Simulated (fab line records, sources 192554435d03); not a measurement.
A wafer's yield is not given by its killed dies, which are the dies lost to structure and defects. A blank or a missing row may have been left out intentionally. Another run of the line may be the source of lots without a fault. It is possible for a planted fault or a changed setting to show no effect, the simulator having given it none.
Chamber matching :: flow n5Finfet :: N5_BEOL_M3_DESCUM_33 on rieDiel-05: 4 sister chambers
The step chemistry O2, time 7 s. 27 wafers are shown with their chamber, then 12 later ones without.

WAFERS, EACH WITH ITS CHAMBER
wafer: L074.2
chamber: 0
drypumpMotorCurrentA (A): 6.3
showerheadPlenumPTorr (Torr): 2.05
throttleValvePct (%): 20.62

wafer: L074.3
chamber: 1
drypumpMotorCurrentA (A): 5.3
showerheadPlenumPTorr (Torr): 2.22
throttleValvePct (%): 20.20

wafer: L074.4
chamber: 3
drypumpMotorCurrentA (A): 5.3
showerheadPlenumPTorr (Torr): 2.07
throttleValvePct (%): 20.28

wafer: L075.1
chamber: 0
drypumpMotorCurrentA (A): 6.3
showerheadPlenumPTorr (Torr): 2.05
throttleValvePct (%): 20.65

wafer: L075.2
chamber: 3
drypumpMotorCurrentA (A): 5.3
showerheadPlenumPTorr (Torr): 2.07
throttleValvePct (%): 20.31

wafer: L075.5
chamber: 2
drypumpMotorCurrentA (A): 5.4
showerheadPlenumPTorr (Torr): 2.22
throttleValvePct (%): 20.34

wafer: L076.2
chamber: 3
drypumpMotorCurrentA (A): 5.3
showerheadPlenumPTorr (Torr): 2.07
throttleValvePct (%): 20.29

wafer: L076.4
chamber: 1
drypumpMotorCurrentA (A): 5.3
showerheadPlenumPTorr (Torr): 2.22
throttleValvePct (%): 20.21

wafer: L076.5
chamber: 3
drypumpMotorCurrentA (A): 5.4
showerheadPlenumPTorr (Torr): 2.07
throttleValvePct (%): 20.30

wafer: L077.3
chamber: 3
drypumpMotorCurrentA (A): 5.3
showerheadPlenumPTorr (Torr): 2.07
throttleValvePct (%): 20.29

wafer: L077.5
chamber: 0
drypumpMotorCurrentA (A): 6.3
showerheadPlenumPTorr (Torr): 2.05
throttleValvePct (%): 20.63

wafer: L077.6
chamber: 3
drypumpMotorCurrentA (A): 5.3
showerheadPlenumPTorr (Torr): 2.07
throttleValvePct (%): 20.30

wafer: L078.1
chamber: 2
drypumpMotorCurrentA (A): 5.4
showerheadPlenumPTorr (Torr): 2.22
throttleValvePct (%): 20.35

wafer: L078.4
chamber: 3
drypumpMotorCurrentA (A): 5.3
showerheadPlenumPTorr (Torr): 2.06
throttleValvePct (%): 20.30

wafer: L078.5
chamber: 1
drypumpMotorCurrentA (A): 5.3
showerheadPlenumPTorr (Torr): 2.21
throttleValvePct (%): 20.21

wafer: L084.1
chamber: 3
drypumpMotorCurrentA (A): 5.4
showerheadPlenumPTorr (Torr): 2.06
throttleValvePct (%): 20.31

wafer: L084.3
chamber: 1
drypumpMotorCurrentA (A): 5.3
showerheadPlenumPTorr (Torr): 2.21
throttleValvePct (%): 20.23

wafer: L084.6
chamber: 3
drypumpMotorCurrentA (A): 5.3
showerheadPlenumPTorr (Torr): 2.06
throttleValvePct (%): 20.31

wafer: L082.1
chamber: 1
drypumpMotorCurrentA (A): 5.3
showerheadPlenumPTorr (Torr): 2.21
throttleValvePct (%): 20.20

wafer: L082.3
chamber: 0
drypumpMotorCurrentA (A): 6.3
showerheadPlenumPTorr (Torr): 2.04
throttleValvePct (%): 20.66

wafer: L082.5
chamber: 1
drypumpMotorCurrentA (A): 5.3
showerheadPlenumPTorr (Torr): 2.21
throttleValvePct (%): 20.22

wafer: L083.2
chamber: 0
drypumpMotorCurrentA (A): 6.4
showerheadPlenumPTorr (Torr): 2.04
throttleValvePct (%): 20.66

wafer: L083.5
chamber: 3
drypumpMotorCurrentA (A): 5.3
showerheadPlenumPTorr (Torr): 2.06
throttleValvePct (%): 20.32

wafer: L083.6
chamber: 2
drypumpMotorCurrentA (A): 5.4
showerheadPlenumPTorr (Torr): 2.21
throttleValvePct (%): 20.37

wafer: L087.1
chamber: 3
drypumpMotorCurrentA (A): 5.3
showerheadPlenumPTorr (Torr): 2.06
throttleValvePct (%): 20.33

wafer: L087.4
chamber: 2
drypumpMotorCurrentA (A): 5.4
showerheadPlenumPTorr (Torr): 2.21
throttleValvePct (%): 20.38

wafer: L087.5
chamber: 2
drypumpMotorCurrentA (A): 5.4
showerheadPlenumPTorr (Torr): 2.21
throttleValvePct (%): 20.37

SIGNATURES (means of the wafers above)
reading: drypumpMotorCurrentA
chamber 0: 6.320
chamber 1: 5.300
chamber 2: 5.400
chamber 3: 5.318
scatter within a chamber: 0.0325

reading: showerheadPlenumPTorr
chamber 0: 2.0460
chamber 1: 2.2133
chamber 2: 2.2140
chamber 3: 2.0655
scatter within a chamber: 0.0053

reading: throttleValvePct
chamber 0: 20.6440
chamber 1: 20.2117
chamber 2: 20.3620
chamber 3: 20.3036
scatter within a chamber: 0.0149
Rule: for each reading, subtract the chamber's mean from the wafer's reading, divide by that reading's scatter and square the result; add these up over the readings and take the root, which gives the wafer's distance from the chamber. The wafer belongs to the nearest chamber; if the next one is less than 2 further off, it can't be placed. The scatter: the root of (the sum of the squares of (reading less its chamber's mean) over the shown wafers, divided by (wafers less chambers)).

WAFERS WITHOUT THEIR CHAMBER
wafer: L089.1
drypumpMotorCurrentA (A): 5.3
showerheadPlenumPTorr (Torr): 2.06
throttleValvePct (%): 20.34

wafer: L089.2
drypumpMotorCurrentA (A): 5.4
showerheadPlenumPTorr (Torr): 2.21
throttleValvePct (%): 20.37

wafer: L089.4
drypumpMotorCurrentA (A): 5.3
showerheadPlenumPTorr (Torr): 2.21
throttleValvePct (%): 20.23

wafer: L093.1
drypumpMotorCurrentA (A): 5.5
showerheadPlenumPTorr (Torr): 2.21
throttleValvePct (%): 20.40

wafer: L093.4
drypumpMotorCurrentA (A): 5.4
showerheadPlenumPTorr (Torr): 2.21
throttleValvePct (%): 20.40

wafer: L093.6
drypumpMotorCurrentA (A): 6.4
showerheadPlenumPTorr (Torr): 2.03
throttleValvePct (%): 20.68

wafer: L094.1
drypumpMotorCurrentA (A): 5.3
showerheadPlenumPTorr (Torr): 2.20
throttleValvePct (%): 20.26

wafer: L094.2
drypumpMotorCurrentA (A): 5.3
showerheadPlenumPTorr (Torr): 2.06
throttleValvePct (%): 19.98

wafer: L094.3
drypumpMotorCurrentA (A): 6.3
showerheadPlenumPTorr (Torr): 2.03
throttleValvePct (%): 20.70

wafer: L097.1
drypumpMotorCurrentA (A): 5.4
showerheadPlenumPTorr (Torr): 2.20
throttleValvePct (%): 20.40

wafer: L097.3
drypumpMotorCurrentA (A): 5.3
showerheadPlenumPTorr (Torr): 2.20
throttleValvePct (%): 20.24

wafer: L097.6
drypumpMotorCurrentA (A): 5.3
showerheadPlenumPTorr (Torr): 2.20
throttleValvePct (%): 20.27

EACH ONE'S CHAMBER
wafer: L089.1
from the rows above: 3
in truth: 3

wafer: L089.2
from the rows above: 2
in truth: 2

wafer: L089.4
from the rows above: 1
in truth: 1

wafer: L093.1
from the rows above: 2
in truth: 2

wafer: L093.4
from the rows above: 2
in truth: 2

wafer: L093.6
from the rows above: 0
in truth: 0

wafer: L094.1
from the rows above: 1
in truth: 1

wafer: L094.2
from the rows above: 3
in truth: 3

wafer: L094.3
from the rows above: 0
in truth: 0

wafer: L097.1
from the rows above: 2
in truth: 2

wafer: L097.3
from the rows above: 1
in truth: 1

wafer: L097.6
from the rows above: 1
in truth: 1
Correct placement for 12 of the 12. Can't be placed from these rows: 0. 0 placed wrongly.
